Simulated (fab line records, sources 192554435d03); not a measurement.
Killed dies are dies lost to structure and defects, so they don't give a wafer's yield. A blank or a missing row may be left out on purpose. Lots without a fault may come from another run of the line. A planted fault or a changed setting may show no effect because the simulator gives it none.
Chamber matching | flow n5_finfet | N5_MOL_CONTACT_COAG_ALD_123 on ald_sin-04: 4 sister chambers
The step deposits SiNx, target thk 5 nm, pulse time 1 s, purge time 2 s. 7 wafers are shown with their chamber, then 9 later ones without.

WAFERS WITH THEIR CHAMBER
wafer  | chamber | heater_power_w (W) | heater_power_outer_w (W)
L078.5 | 2       | 1032               | 649
L080.2 | 0       | 629                | 387
L080.3 | 3       | 694                | 471
L080.6 | 1       | 848                | 521
L089.1 | 1       | 855                | 518
L089.2 | 2       | 996                | 629
L089.3 | 3       | 678                | 462

WAFERS WITHOUT THEIR CHAMBER
wafer  | heater_power_w (W) | heater_power_outer_w (W)
L091.1 | 850                | 517
L091.3 | 960                | 626
L091.6 | 841                | 505
L092.1 | 692                | 464
L092.2 | 666                | 402
L092.4 | 833                | 512
L097.1 | 859                | 510
L097.2 | 666                | 392
L097.6 | 835                | 507

WHICH CHAMBER EACH WENT THROUGH
wafer  | from the rows above | in truth
L091.1 | 1                   | 1
L091.3 | 2                   | 2
L091.6 | 1                   | 1
L092.1 | 3                   | 3
L092.2 | 0                   | 0
L092.4 | 1                   | 1
L097.1 | 1                   | 1
L097.2 | 0                   | 0
L097.6 | 1                   | 1
Placed correctly: 9 of 9. Can't be placed from these rows: 0. Placed wrongly: 0.
How it was worked out, from the rows above alone: a wafer's distance from a chamber is the root of the sum, over the readings, of the square of ((its reading less the chamber's mean) divided by the reading's scatter). The wafer belongs to the nearest chamber; if the next one is less than 2 further off, it can't be placed. A chamber's mean is the mean of its shown wafers. The scatter: the root of (the sum of the squares of (reading less its chamber's mean) over the shown wafers, divided by (wafers less chambers)).
